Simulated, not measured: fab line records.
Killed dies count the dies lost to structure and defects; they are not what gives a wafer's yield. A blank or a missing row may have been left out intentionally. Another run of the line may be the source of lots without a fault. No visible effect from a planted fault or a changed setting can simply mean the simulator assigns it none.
Matching of chambers | flow nand-harc | pecvd-02 running NHARC_P_M1_DEP_33: 3 sister chambers
The step deposits SiCN, target thk 30 nm. 14 wafers are shown with their chamber, then 7 later ones without.

## WAFERS PAIRED WITH THEIR CHAMBERS
wafer  | chamber | heater-power-w (W)
L074.2 | 2       | 513
L074.5 | 0       | 511
L074.6 | 2       | 512
L079.1 | 1       | 479
L079.2 | 2       | 504
L079.4 | 2       | 496
L081.3 | 2       | 514
L081.4 | 1       | 457
L081.6 | 2       | 513
L085.4 | 1       | 395
L085.5 | 2       | 559
L085.6 | 0       | 524
L087.3 | 1       | 430
L087.4 | 0       | 479

SIGNATURES (averages over the wafers above)
reading        | chamber 0 | chamber 1 | chamber 2 | scatter within a chamber
heater-power-w | 504.67    | 440.25    | 515.86    | 26
Rule: a wafer lies at a distance from a chamber equal to the root of the sum of squares, over the readings, of (its reading less the chamber's mean, divided by the reading's scatter). The wafer belongs to the nearest chamber; if the next one is less than 2 further off, it can't be placed. The scatter: the root of (the sum of the squares of (reading less its chamber's mean) over the shown wafers, divided by (wafers less chambers)).

## WAFERS WITH NO CHAMBER GIVEN
wafer  | heater-power-w (W)
L087.5 | 448
L090.3 | 457
L090.4 | 455
L090.5 | 545
L092.1 | 522
L092.5 | 522
L092.6 | 452

## EACH ONE'S CHAMBER
wafer  | from the rows above          | in truth
L087.5 | can't be placed: 1 or 0      | 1
L090.3 | can't be placed: 1 or 0 or 2 | 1
L090.4 | can't be placed: 1 or 0 or 2 | 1
L090.5 | can't be placed: 2 or 0      | 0
L092.1 | can't be placed: 2 or 0      | 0
L092.5 | can't be placed: 2 or 0      | 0
L092.6 | can't be placed: 1 or 0      | 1
Correctly placed: 0 of 7. Can't be placed from these rows: 7 (the true chamber is among the candidates in 7). Placed wrongly: 0.
